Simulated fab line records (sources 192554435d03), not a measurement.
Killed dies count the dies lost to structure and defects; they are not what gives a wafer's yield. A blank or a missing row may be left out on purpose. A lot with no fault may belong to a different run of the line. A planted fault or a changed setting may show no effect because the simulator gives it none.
Which of the tools did it?	flow n5-finfet	24 lots with 72 wafers sampled at 6 steps, on a route of 1938 steps

== WHAT THE GAUGES READ, wafer by wafer ==
Not one reading of a measure or inspect step in the record can be checked against a usual standard deviation.

== TOOL THAT RAN EACH LOT (tool first, then ch and the chambers of the sampled wafers, then the start) ==
lot	N5_BEOL_M3_ILD_DEP_00	N5_BEOL_M3_ETCH_63	N5_BEOL_M3_ETCHBACK_99	N5_BEOL_M3_ANNEAL_80	N5_BEOL_M3_SPUTTER_88	N5_BEOL_M3_ANNEAL_91
L074	pecvd-02 ch 0,1,2, day 6 18:23	rie-diel-03 ch 1,2,3, day 6 19:52	rie-diel-03 ch 1,3, day 7 03:16	pvd-sputter-02, day 7 05:06	pvd-sputter-02, day 7 05:41	pvd-sputter-02, day 7 05:59
L075	pecvd-02 ch 0,2, day 7 02:53	rie-diel-03 ch 0,1,3, day 7 04:25	rie-diel-02 ch 1,3, day 7 07:51	pvd-sputter-02, day 7 09:43	pvd-sputter-02, day 7 10:17	pvd-sputter-02, day 7 10:35
L076	pecvd-03 ch 0,1,2, day 7 12:13	rie-diel-03 ch 2,3, day 7 13:38	rie-diel-02 ch 1,2, day 7 15:44	pvd-sputter-03, day 7 17:34	pvd-sputter-03, day 7 18:08	pvd-sputter-03, day 7 18:26
L077	pecvd-02 ch 0,1, day 7 14:28	rie-diel-01 ch 1,3, day 7 16:58	rie-diel-02 ch 2,3, day 7 18:58	pvd-sputter-03, day 8 00:08	pvd-sputter-03, day 8 00:43	pvd-sputter-03, day 8 01:01
L078	pecvd-04 ch 0,1, day 7 17:25	rie-diel-02 ch 0,1,2, day 7 20:20	rie-diel-02 ch 1,2, day 8 01:01	pvd-sputter-03, day 8 02:49	pvd-sputter-03, day 8 03:23	pvd-sputter-03, day 8 03:41
L079	pecvd-04 ch 0,1,2, day 7 21:37	rie-diel-02 ch 0,2,3, day 7 23:10	rie-diel-01 ch 0,1,2, day 8 05:56	pvd-sputter-03, day 8 07:56	pvd-sputter-03, day 8 08:31	pvd-sputter-03, day 8 08:49
L080	pecvd-03 ch 0,1, day 8 12:37	rie-diel-01 ch 0,1,2, day 8 15:20	rie-diel-01 ch 0,1, day 8 17:39	pvd-sputter-03, day 8 19:51	pvd-sputter-03, day 8 20:26	pvd-sputter-03, day 8 20:44
L081	pecvd-02 ch 1,2, day 8 19:01	rie-diel-03 ch 0,1, day 8 21:33	rie-diel-02 ch 0,1, day 9 01:35	pvd-sputter-03, day 9 03:19	pvd-sputter-03, day 9 03:53	pvd-sputter-03, day 9 04:11
L082	pecvd-04 ch 0,1, day 9 01:13	rie-diel-02 ch 1,2,3, day 9 02:35	rie-diel-02 ch 0,3, day 9 04:55	pvd-sputter-02, day 9 06:52	pvd-sputter-02, day 9 07:27	pvd-sputter-02, day 9 07:45
L083	pecvd-04 ch 0,1, day 9 10:35	rie-diel-03 ch 1,3, day 9 12:44	rie-diel-03 ch 0,2, day 9 13:58	pvd-sputter-03, day 9 15:47	pvd-sputter-03, day 9 16:22	pvd-sputter-03, day 9 16:40
L084	pecvd-03 ch 0,1,2, day 9 12:49	rie-diel-02 ch 0,2,3, day 9 15:07	rie-diel-01 ch 1,2, day 9 19:02	pvd-sputter-01, day 9 21:14	pvd-sputter-01, day 9 21:49	pvd-sputter-01, day 9 22:07
L085	pecvd-02 ch 0,1, day 9 15:50	rie-diel-02 ch 0,1,2, day 9 19:28	rie-diel-01 ch 1,2,3, day 9 22:20	pvd-sputter-03, day 10 00:27	pvd-sputter-03, day 10 01:02	pvd-sputter-03, day 10 01:20
L086	pecvd-03 ch 0,1,2, day 10 04:46	rie-diel-02 ch 1,2,3, day 10 06:19	rie-diel-02 ch 2,3, day 10 11:35	pvd-sputter-03, day 10 14:53	pvd-sputter-03, day 10 15:28	pvd-sputter-03, day 10 15:46
L088	pecvd-02 ch 0,1, day 10 06:26	rie-diel-02 ch 1,2,3, day 10 08:43	rie-diel-02 ch 0,1, day 10 12:03	pvd-sputter-01, day 10 15:08	pvd-sputter-01, day 10 15:43	pvd-sputter-01, day 10 16:01
L087	pecvd-04 ch 0,1,2, day 10 08:38	rie-diel-02 ch 0,1,2, day 10 10:00	rie-diel-01 ch 1,2,3, day 10 16:26	pvd-sputter-03, day 10 18:08	pvd-sputter-03, day 10 18:43	pvd-sputter-03, day 10 19:01
L089	pecvd-04 ch 0,1,2, day 10 13:05	rie-diel-02 ch 0,3, day 10 17:16	rie-diel-02 ch 1,3, day 10 19:54	pvd-sputter-03, day 10 21:31	pvd-sputter-03, day 10 22:05	pvd-sputter-03, day 10 22:23
L090	pecvd-03 ch 0,1,2, day 10 15:37	rie-diel-01 ch 1,2, day 10 17:28	rie-diel-02 ch 0,1,2, day 10 23:24	pvd-sputter-01, day 11 01:21	pvd-sputter-01, day 11 01:56	pvd-sputter-01, day 11 02:14
L091	pecvd-04 ch 0,1, day 11 01:15	rie-diel-01 ch 0,2,3, day 11 04:22	rie-diel-01 ch 2,3, day 11 06:04	pvd-sputter-02, day 11 07:56	pvd-sputter-02, day 11 08:31	pvd-sputter-02, day 11 08:49
L092	pecvd-04 ch 0,1,2, day 11 08:08	rie-diel-02 ch 0,2,3, day 11 10:50	rie-diel-03 ch 0,1,2, day 11 18:48	pvd-sputter-01, day 11 20:52	pvd-sputter-01, day 11 21:26	pvd-sputter-01, day 11 21:44
L093	pecvd-04 ch 0,1,2, day 12 02:30	rie-diel-03 ch 0,2,3, day 12 03:51	rie-diel-01 ch 1,2,3, day 12 14:59	pvd-sputter-02, day 12 16:46	pvd-sputter-02, day 12 17:20	pvd-sputter-02, day 12 17:38
L094	pecvd-04 ch 0,1, day 12 02:37	rie-diel-01 ch 0,1,2, day 12 04:20	rie-diel-01 ch 1,2,3, day 12 11:09	pvd-sputter-02, day 12 14:40	pvd-sputter-02, day 12 15:14	pvd-sputter-02, day 12 15:32
L095	pecvd-04 ch 0,2, day 12 10:25	rie-diel-03 ch 0,1, day 12 11:13	rie-diel-01 ch 1,2,3, day 12 15:50	pvd-sputter-03, day 12 17:48	pvd-sputter-03, day 12 18:23	pvd-sputter-03, day 12 18:41
L096	pecvd-03 ch 0,2, day 12 15:32	rie-diel-01 ch 1,2,3, day 12 16:56	rie-diel-02 ch 0,2,3, day 12 23:04	pvd-sputter-03, day 13 01:09	pvd-sputter-03, day 13 01:44	pvd-sputter-03, day 13 02:02
L097	pecvd-02 ch 0,1, day 12 23:10	rie-diel-03 ch 1,2,3, day 13 00:19	rie-diel-01 ch 1,2,3, day 13 02:20	pvd-sputter-02, day 13 04:14	pvd-sputter-02, day 13 04:49	pvd-sputter-02, day 13 05:07
- N5_BEOL_M3_ILD_DEP_00: deposits SiOC from DEMS/O2, target thk 79 nm, time 15.3 s.
- N5_BEOL_M3_ETCH_63: etches SiARC in CF4, target depth 15.6 nm, time 26 s.
- N5_BEOL_M3_ETCHBACK_99: etches SiO2 in CHF3, target depth 5 nm, time 10.4 s.
- N5_BEOL_M3_ANNEAL_80: time 240 s.
- N5_BEOL_M3_SPUTTER_88: material Cu, target thk 4.5 nm, time 8.29 s.
- N5_BEOL_M3_ANNEAL_91: time 240 s.

== AS READ BY THE TOOLS THEMSELVES (means over the sampled wafers that have a number; for cases with no such wafer, the mark the record gives instead) ==
N5_BEOL_M3_ILD_DEP_00. Usual: heater-power-w 494 W, standard deviation 50; showerhead-plenum-p-Torr 5.701 Torr, standard deviation 0.016; throttle-valve-pct 11.7 %, standard deviation 0.76.
lot	tool	heater-power-w (W)	showerhead-plenum-p-Torr (Torr)	throttle-valve-pct (%)	flag
L074	pecvd-02	459	5.700	12.3	
L075	pecvd-02	464	5.705	12.3	
L076	pecvd-03	501	5.682	11.7	
L077	pecvd-02	455	5.699	12.8	
L078	pecvd-04	442	5.714	11.6	
L079	pecvd-04	534	5.697	11.2	
L080	pecvd-03	434	5.686	11.8	
L081	pecvd-02	495	5.704	11.8	
L082	pecvd-04	464	5.720	11.4	
L083	pecvd-04	506	5.724	11.8	
L084	pecvd-03	491	5.687	11.8	
L085	pecvd-02	459	5.706	12.4	
L086	pecvd-03	485	5.680	11.8	
L088	pecvd-02	461	5.706	12.7	
L087	pecvd-04	518	5.714	11.3	
L089	pecvd-04	509	5.706	11.2	
L090	pecvd-03	534	5.697	11.8	
L091	pecvd-04	473	5.717	11.7	
L092	pecvd-04	527	5.713	11.5	
L093	pecvd-04	514	5.708	11.3	
L094	pecvd-04	510	5.720	11.7	
L095	pecvd-04	498	5.709	11.0	
L096	pecvd-03	497	5.682	11.8	
L097	pecvd-02	482	5.702	12.6	

N5_BEOL_M3_ETCH_63. Usual: drypump-motor-current-A 5.7 A, standard deviation 0.37; etch-rf-on-time-s 26.0 s, standard deviation 1; oes-product-au 0.65 a.u., standard deviation 0.069; rf-vpp-V 183.8 V, standard deviation 1.1; showerhead-plenum-p-Torr 2.13 Torr, standard deviation 0.06; throttle-valve-pct 15.71 %, standard deviation 0.27.
lot	tool	drypump-motor-current-A (A)	etch-rf-on-time-s (s)	oes-product-au (a.u.)	rf-vpp-V (V)	showerhead-plenum-p-Torr (Torr)	throttle-valve-pct (%)	flag
L074	rie-diel-03	6.0	25.4	0.63	184.1	2.09	15.84	
L075	rie-diel-03	5.9	26.3	0.63	185.0	2.16	15.74	
L076	rie-diel-03	5.9	25.0	0.61	182.0	2.02	15.84	
L077	rie-diel-01	5.5	26.1	0.63	184.0	2.15	15.82	
L078	rie-diel-02	5.7	25.7	0.68	183.1	2.13	15.77	
L079	rie-diel-02	5.6	26.1	0.64	184.0	2.14	15.67	
L080	rie-diel-01	5.8	25.0	0.64	183.9	2.10	15.70	
L081	rie-diel-03	6.0	26.8	0.63	184.3	2.22	15.89	
L082	rie-diel-02	5.5	25.6	0.69	184.1	2.12	15.48	
L083	rie-diel-03	6.1	25.8	0.63	184.4	2.17	15.89	
L084	rie-diel-02	5.6	25.9	0.63	183.3	2.13	15.69	
L085	rie-diel-02	5.8	25.7	0.67	183.5	2.12	15.79	
L086	rie-diel-02	5.4	25.8	0.68	184.1	2.12	15.50	
L088	rie-diel-02	5.4	26.0	0.68	183.2	2.12	15.49	
L087	rie-diel-02	5.7	25.8	0.66	183.5	2.12	15.81	
L089	rie-diel-02	5.7	26.6	0.65	183.2	2.13	15.49	
L090	rie-diel-01	5.8	25.1	0.63	183.9	2.11	15.83	
L091	rie-diel-01	5.8	26.6	0.60	183.1	2.10	15.70	
L092	rie-diel-02	5.6	26.1	0.62	184.0	2.13	15.73	
L093	rie-diel-03	5.8	25.8	0.68	184.4	2.16	15.65	
L094	rie-diel-01	5.8	25.6	0.61	183.4	2.10	15.76	
L095	rie-diel-03	5.9	27.3	0.60	184.9	2.20	15.82	
L096	rie-diel-01	5.8	26.4	0.61	183.5	2.10	15.82	
L097	rie-diel-03	6.0	25.5	0.68	184.7	2.17	15.76	

N5_BEOL_M3_ETCHBACK_99. Usual: drypump-motor-current-A 5.7 A, standard deviation 0.39; oes-product-au 0.76 a.u., standard deviation 0.081; rf-vpp-V 241 V, standard deviation 7.8; showerhead-plenum-p-Torr 2.13 Torr, standard deviation 0.056; throttle-valve-pct 17.16 %, standard deviation 0.29.
lot	tool	drypump-motor-current-A (A)	oes-product-au (a.u.)	rf-vpp-V (V)	showerhead-plenum-p-Torr (Torr)	throttle-valve-pct (%)	flag
L074	rie-diel-03	6.1	0.76	238	2.18	17.30	
L075	rie-diel-02	5.6	0.90	245	2.13	16.77	
L076	rie-diel-02	5.6	0.87	245	2.11	16.95	
L077	rie-diel-02	5.2	0.75	243	2.14	17.06	
L078	rie-diel-02	5.6	0.86	244	2.11	16.96	
L079	rie-diel-01	5.8	0.74	244	2.11	17.13	
L080	rie-diel-01	5.6	0.72	237	2.16	17.30	
L081	rie-diel-02	6.1	0.79	235	2.14	17.33	
L082	rie-diel-02	5.6	0.77	238	2.17	17.00	
L083	rie-diel-03	5.9	0.91	245	2.25	17.02	
L084	rie-diel-01	6.0	0.75	246	2.08	17.12	
L085	rie-diel-01	5.7	0.73	243	2.12	17.22	
L086	rie-diel-02	5.2	0.72	243	2.14	17.09	
L088	rie-diel-02	6.0	0.77	235	2.14	17.36	
L087	rie-diel-01	5.7	0.72	242	2.12	17.23	
L089	rie-diel-02	5.5	0.83	243	2.15	16.78	
L090	rie-diel-02	5.7	0.76	239	2.12	17.25	
L091	rie-diel-01	6.0	0.73	249	2.07	17.06	
L092	rie-diel-03	6.0	0.80	246	2.23	17.19	
L093	rie-diel-01	5.7	0.71	243	2.11	17.27	
L094	rie-diel-01	5.7	0.72	242	2.11	17.27	
L095	rie-diel-01	5.7	0.71	242	2.11	17.27	
L096	rie-diel-02	5.6	0.71	238	2.14	17.24	
L097	rie-diel-01	5.7	0.71	242	2.11	17.26	

N5_BEOL_M3_ANNEAL_80. Usual: heater-power-w 818 W, standard deviation 72; susceptor_temp_C_max 401.1, standard deviation 0.41.
lot	tool	heater-power-w (W)	susceptor_temp_C_max	flag
L074	pvd-sputter-02	804	400.9	
L075	pvd-sputter-02	881	401.0	
L076	pvd-sputter-03	811	401.0	
L077	pvd-sputter-03	758	401.2	
L078	pvd-sputter-03	838	401.3	
L079	pvd-sputter-03	792	401.1	
L080	pvd-sputter-03	839	401.0	
L081	pvd-sputter-03	760	401.3	
L082	pvd-sputter-02	822	401.3	
L083	pvd-sputter-03	769	401.2	
L084	pvd-sputter-01	824	400.9	
L085	pvd-sputter-03	784	401.4	
L086	pvd-sputter-03	810	401.2	
L088	pvd-sputter-01	902	400.8	
L087	pvd-sputter-03	797	401.3	
L089	pvd-sputter-03	788	401.4	
L090	pvd-sputter-01	845	401.2	
L091	pvd-sputter-02	898	401.0	
L092	pvd-sputter-01	888	401.1	
L093	pvd-sputter-02	785	401.2	
L094	pvd-sputter-02	844	401.0	
L095	pvd-sputter-03	784	400.9	
L096	pvd-sputter-03	781	400.9	
L097	pvd-sputter-02	812	401.2	

N5_BEOL_M3_SPUTTER_88. Usual: chamber-pressure-pa 0.07 Pa, standard deviation 0.00015; chuck-gas-flow-sccm 1.28 sccm, standard deviation 0.052; throttle-valve-pct 29.9 %, standard deviation 0.76.
lot	tool	chamber-pressure-pa (Pa)	chuck-gas-flow-sccm (sccm)	throttle-valve-pct (%)	flag
L074	pvd-sputter-02	0.07	1.24	29.7	
L075	pvd-sputter-02	0.07	1.27	29.7	
L076	pvd-sputter-03	0.07	1.25	30.3	
L077	pvd-sputter-03	0.07	1.31	30.1	
L078	pvd-sputter-03	0.07	1.26	29.8	
L079	pvd-sputter-03	0.07	1.25	30.1	
L080	pvd-sputter-03	0.07	1.29	29.6	
L081	pvd-sputter-03	0.07	1.31	30.1	
L082	pvd-sputter-02	0.07	1.34	30.6	
L083	pvd-sputter-03	0.07	1.31	30.2	
L084	pvd-sputter-01	0.07	1.26	29.5	
L085	pvd-sputter-03	0.07	1.26	30.0	
L086	pvd-sputter-03	0.07	1.27	29.7	
L088	pvd-sputter-01	0.07	1.26	30.2	
L087	pvd-sputter-03	0.07	1.28	29.8	
L089	pvd-sputter-03	0.07	1.24	29.7	
L090	pvd-sputter-01	0.07	1.30	29.8	
L091	pvd-sputter-02	0.07	1.33	29.8	
L092	pvd-sputter-01	0.07	1.27	29.8	
L093	pvd-sputter-02	0.07	1.25	30.2	
L094	pvd-sputter-02	0.07	1.26	29.1	
L095	pvd-sputter-03	0.07	1.31	30.4	
L096	pvd-sputter-03	0.07	1.23	30.6	
L097	pvd-sputter-02	0.07	1.30	29.7	

N5_BEOL_M3_ANNEAL_91. Usual: heater-power-w 818 W, standard deviation 70; susceptor_temp_C_max 401.1, standard deviation 0.38.
lot	tool	heater-power-w (W)	susceptor_temp_C_max	flag
L074	pvd-sputter-02	814	401.0	
L075	pvd-sputter-02	882	401.0	
L076	pvd-sputter-03	819	400.8	
L077	pvd-sputter-03	757	401.0	
L078	pvd-sputter-03	832	401.0	
L079	pvd-sputter-03	793	401.0	
L080	pvd-sputter-03	830	401.1	
L081	pvd-sputter-03	761	401.1	
L082	pvd-sputter-02	829	401.1	
L083	pvd-sputter-03	767	401.3	
L084	pvd-sputter-01	831	401.3	
L085	pvd-sputter-03	789	401.7	
L086	pvd-sputter-03	799	401.1	
L088	pvd-sputter-01	886	400.8	
L087	pvd-sputter-03	792	401.2	
L089	pvd-sputter-03	796	401.4	
L090	pvd-sputter-01	830	401.1	
L091	pvd-sputter-02	893	401.1	
L092	pvd-sputter-01	891	400.7	
L093	pvd-sputter-02	790	401.2	
L094	pvd-sputter-02	835	401.0	
L095	pvd-sputter-03	789	401.0	
L096	pvd-sputter-03	784	401.0	
L097	pvd-sputter-02	831	401.3	

== THE ANSWER, worked out from the rows above alone ==
Rule: lot off if the mean of its wafers having a number is beyond 3 standard deviations from the usual mean. Also off: a lot with no number at a reading for which 4 or more lots have one. The other lots that the step has rows for count as sound. After the gauges, taken in route order, come the tools' own readings; for these a lot's mean is taken, as printed above. At the first step where some lot is off, the reading lying furthest off is the one used; lots without a number count as furthest.
No lot is off on any of the readings shown, so nothing can be concluded from this.

== WHAT WAS PUT IN BY THE SIMULATOR ==
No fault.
